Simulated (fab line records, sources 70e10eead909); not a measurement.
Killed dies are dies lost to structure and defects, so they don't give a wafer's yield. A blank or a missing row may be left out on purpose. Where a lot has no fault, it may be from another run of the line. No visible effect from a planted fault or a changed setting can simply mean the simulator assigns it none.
Matching of chambers | flow nand_harc | NHARC_P_M2_ETCH_35 on rie_diel-01 has 4 sister chambers
The step etches the open film in N2/H2, target depth 40 nm, overetch 12 nm, time 43.94 s. 4 wafers are shown with their chamber, then 11 later ones without.

== WAFERS PAIRED WITH THEIR CHAMBERS ==
wafer  | chamber | showerhead_plenum_p_Torr (Torr)
L086.6 | 3       | 2.13
L088.4 | 2       | 2.02
L090.6 | 0       | 1.93
L091.2 | 1       | 2.10

== WAFERS WHOSE CHAMBER IS MISSING ==
wafer  | showerhead_plenum_p_Torr (Torr)
L091.3 | 2.13
L091.6 | 1.93
L093.2 | 1.93
L093.3 | 2.10
L093.5 | 2.10
L094.1 | 2.02
L094.3 | 2.13
L094.6 | 1.93
L097.2 | 2.09
L097.4 | 2.02
L097.5 | 1.93

== EACH ONE'S CHAMBER ==
wafer  | from the rows above | in truth
L091.3 | 3                   | 3
L091.6 | 0                   | 0
L093.2 | 0                   | 0
L093.3 | 1                   | 1
L093.5 | 1                   | 1
L094.1 | 2                   | 2
L094.3 | 3                   | 3
L094.6 | 0                   | 0
L097.2 | 1                   | 1
L097.4 | 2                   | 2
L097.5 | 0                   | 0
Correctly placed: 11 of 11. Not placeable from these rows: 0. Wrongly placed: 0.
How it was worked out, from the rows above alone: a wafer's distance from a chamber is the root of the sum, over the readings, of the square of ((its reading less the chamber's mean) divided by the reading's scatter). If the next closest chamber is less than 2 further off than the closest, the wafer can't be placed; otherwise it belongs to the closest. A chamber's mean is the mean of its shown wafers. The scatter: with one shown wafer a chamber, the root of the mean of the squares of how far each hidden wafer lies from its nearest shown one.
